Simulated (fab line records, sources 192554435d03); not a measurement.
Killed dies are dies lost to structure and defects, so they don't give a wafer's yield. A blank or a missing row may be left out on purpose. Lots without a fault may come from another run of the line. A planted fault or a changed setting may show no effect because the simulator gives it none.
Chamber matching | flow n5_finfet | N5_HKMG_FIN_ETCH_35 on rie_diel-04: 4 sister chambers
The step etches SOC in N2/H2, target depth 215.8 nm, time 243.4 s. 27 wafers are shown with their chamber, then 12 later ones without.

WAFERS WITH THEIR CHAMBER
wafer  | chamber | showerhead_plenum_p_Torr (Torr) | drypump_motor_current_A (A) | throttle_valve_pct (%)
L077.1 | 0       | 2.65                            | 6.7                         | 17.84
L077.2 | 3       | 2.46                            | 6.2                         | 18.13
L077.3 | 2       | 2.50                            | 5.6                         | 18.01
L077.4 | 1       | 2.62                            | 5.9                         | 18.33
L077.5 | 0       | 2.65                            | 6.7                         | 17.83
L077.6 | 1       | 2.62                            | 5.9                         | 18.34
L082.1 | 3       | 2.45                            | 6.2                         | 18.16
L082.2 | 1       | 2.61                            | 5.9                         | 18.35
L082.3 | 0       | 2.65                            | 6.7                         | 17.87
L083.1 | 1       | 2.61                            | 5.9                         | 18.37
L083.2 | 0       | 2.64                            | 6.7                         | 17.88
L083.3 | 3       | 2.45                            | 6.2                         | 18.15
L083.4 | 2       | 2.49                            | 5.7                         | 18.01
L083.5 | 3       | 2.45                            | 6.2                         | 18.15
L083.6 | 2       | 2.49                            | 5.7                         | 18.02
L084.2 | 3       | 2.45                            | 6.2                         | 18.15
L084.3 | 1       | 2.61                            | 5.9                         | 18.37
L084.5 | 3       | 2.45                            | 6.3                         | 18.15
L086.1 | 3       | 2.45                            | 6.2                         | 18.17
L086.2 | 1       | 2.61                            | 5.9                         | 18.36
L086.3 | 2       | 2.49                            | 5.7                         | 18.02
L086.4 | 0       | 2.64                            | 6.7                         | 17.88
L086.5 | 1       | 2.61                            | 5.9                         | 18.36
L086.6 | 2       | 2.49                            | 5.7                         | 18.03
L089.1 | 3       | 2.45                            | 6.2                         | 18.19
L089.2 | 0       | 2.64                            | 6.7                         | 17.90
L089.3 | 1       | 2.60                            | 5.8                         | 18.36

SIGNATURES (means of the wafers above)
reading                  | chamber 0 | chamber 1 | chamber 2 | chamber 3 | scatter within a chamber
showerhead_plenum_p_Torr | 2.6450    | 2.6113    | 2.4920    | 2.4512    | 0.00513
drypump_motor_current_A  | 6.700     | 5.888     | 5.680     | 6.213     | 0.0333
throttle_valve_pct       | 17.8667   | 18.3550   | 18.0180   | 18.1562   | 0.0179
Rule: a wafer's distance from a chamber is the root of the sum, over the readings, of the square of ((its reading less the chamber's mean) divided by the reading's scatter). The wafer belongs to the nearest chamber; if the next one is less than 2 further off, it can't be placed. The scatter: the root of (the sum of the squares of (reading less its chamber's mean) over the shown wafers, divided by (wafers less chambers)).

WAFERS WITHOUT THEIR CHAMBER
wafer  | showerhead_plenum_p_Torr (Torr) | drypump_motor_current_A (A) | throttle_valve_pct (%)
L089.4 | 2.64                            | 6.7                         | 17.88
L089.5 | 2.45                            | 6.2                         | 18.17
L089.6 | 2.60                            | 5.8                         | 18.38
L090.1 | 2.60                            | 5.9                         | 18.38
L090.2 | 2.45                            | 6.2                         | 18.17
L090.5 | 2.60                            | 5.8                         | 18.39
L093.2 | 2.60                            | 5.9                         | 18.40
L093.4 | 2.64                            | 6.7                         | 17.90
L093.5 | 2.49                            | 5.7                         | 17.63
L096.1 | 2.63                            | 6.7                         | 17.93
L096.3 | 2.48                            | 5.7                         | 17.67
L096.4 | 2.44                            | 6.2                         | 18.19

WHICH CHAMBER EACH WENT THROUGH
wafer  | from the rows above | in truth
L089.4 | 0                   | 0
L089.5 | 3                   | 3
L089.6 | 1                   | 1
L090.1 | 1                   | 1
L090.2 | 3                   | 3
L090.5 | 1                   | 1
L093.2 | 1                   | 1
L093.4 | 0                   | 0
L093.5 | 2                   | 2
L096.1 | 0                   | 0
L096.3 | 2                   | 2
L096.4 | 3                   | 3
Placed correctly: 12 of 12. Can't be placed from these rows: 0. Placed wrongly: 0.
